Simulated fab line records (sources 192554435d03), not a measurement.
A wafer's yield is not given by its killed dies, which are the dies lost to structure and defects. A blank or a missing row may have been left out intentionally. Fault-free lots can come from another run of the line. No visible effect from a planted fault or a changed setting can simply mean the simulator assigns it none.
A lot that was struck, set against a sound lot + flow n5-finfet + 15 out of 1938 route steps
Sound: wafers L708.1, L708.2, L708.6. Struck: wafer L715.4 (left out: L715.1, L715.5 of the same lot, which were not struck); the cause appears at the end.
Per side, at each step with rows, come the tool, then ch with its chambers, and then its first start. Under that, the readings that differ: sound wafers + struck wafers + difference of the means + sigmas: that difference in standard deviations of wafers without a fault.
alike: same words and numbers on both sides, and readings whose means sit less than 2 such deviations apart. not compared: any withheld reading, any reading some wafer has no value for, any bound like >300 that may hide the same value, and any number with overlapping values for which the record gives no deviation.
Wherever a step has rows on one side only, a row that says differs or no value, or a row with sigmas, the two part there. Non-overlapping numbers with no deviation appear without sigmas and do not part them. A reading that every wafer of one side lacks parts them only if that side has two wafers or more.

N5_BEOL_M11_STRIP_77: strips in N2/H2, time 10 s.
  sound: rie-diel-02 ch 1,2,3; struck: rie-diel-02 ch 3
  alike: drypump-motor-current-A, n2-flow-sccm, oes-product-au, rf-vpp-V, showerhead-plenum-p-Torr, throttle-valve-pct
  not compared: rf-hours-counter-h
N5_BEOL_M11_OCD_MEAS_38:
  sound on ocd-02, day 12 12:52; struck on ocd-02, day 13 13:45
  alike: trench-depth-nm
then, 4 steps without rows for these wafers: N5_BEOL_M11_HM_STRIP_39 (strips TiN in peroxide tin strip, target depth 25 nm, time 158 s); N5_BEOL_M11_SRD_40 (time 30 s); N5_BEOL_M11_PRECLEAN_42 (cleans in residue remover, time 60 s); N5_BEOL_M11_SRD_43 (time 30 s).
N5_BEOL_M11_CD_MEAS_35: the cd target is 70 nm.
  sound on cd-sem-01, day 12 13:01; struck on cd-sem-03, day 13 13:54
  alike: cd-nm
N5_BEOL_M11_CURE_72: cures SiCOH lowk, time 120 s.
  sound on uv-cure-01 ch 1, day 12 13:03; struck on uv-cure-02 ch 1, day 13 13:56
  alike: lamp-power-pct, wafer_temp_C_max
then, 1 step without rows for these wafers: N5_BEOL_M11_DEGAS_44 (time 60 s).
N5_BEOL_M11_PRE_CLEAN_45: time 30 s.
  sound on pvd-sputter-01, day 12 13:38; struck on pvd-sputter-03, day 13 15:32
  alike: heater-power-w
N5_BEOL_M11_ALD_74: deposits TaN, target thk 2 nm, pulse time 2 s, purge time 3 s.
  sound on ald-metal-01 ch 0,1,3, day 12 13:41; struck on ald-metal-02 ch 2, day 13 15:36
  alike: heater-power-w
N5_BEOL_M11_SURFACE_TREAT_76:
  sound on pvd-sputter-02, day 12 14:08; struck on pvd-sputter-01, day 13 15:54
  not compared: throttle-valve-pct
N5_BEOL_M11_CVD_75: deposits Co from CCTBA/H2, target thk 2 nm, time 138.9 s.
  sound on cvd-co-02 ch 0,2, day 12 14:11; struck on cvd-co-02 ch 1, day 13 15:58
| reading          | sound             | struck | difference | sigmas |
|------------------|-------------------|--------|------------|--------|
| run-length-s (s) | 162.4 161.4 162.3 | 128.3  | -33.7      | -52    |
then, 2 steps without rows for these wafers: N5_BEOL_M11_SPUTTER_48 (material Cu, target thk 12 nm, time 2 s); N5_PASSIVATION_PROBE_49.

WHERE THEY PART
Within this record, at N5_BEOL_M11_CVD_75 only.

WHY: the cause the simulator had injected
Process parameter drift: cvd-co-02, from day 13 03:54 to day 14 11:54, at N5_BEOL_M11_CVD_75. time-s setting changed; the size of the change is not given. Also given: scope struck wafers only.
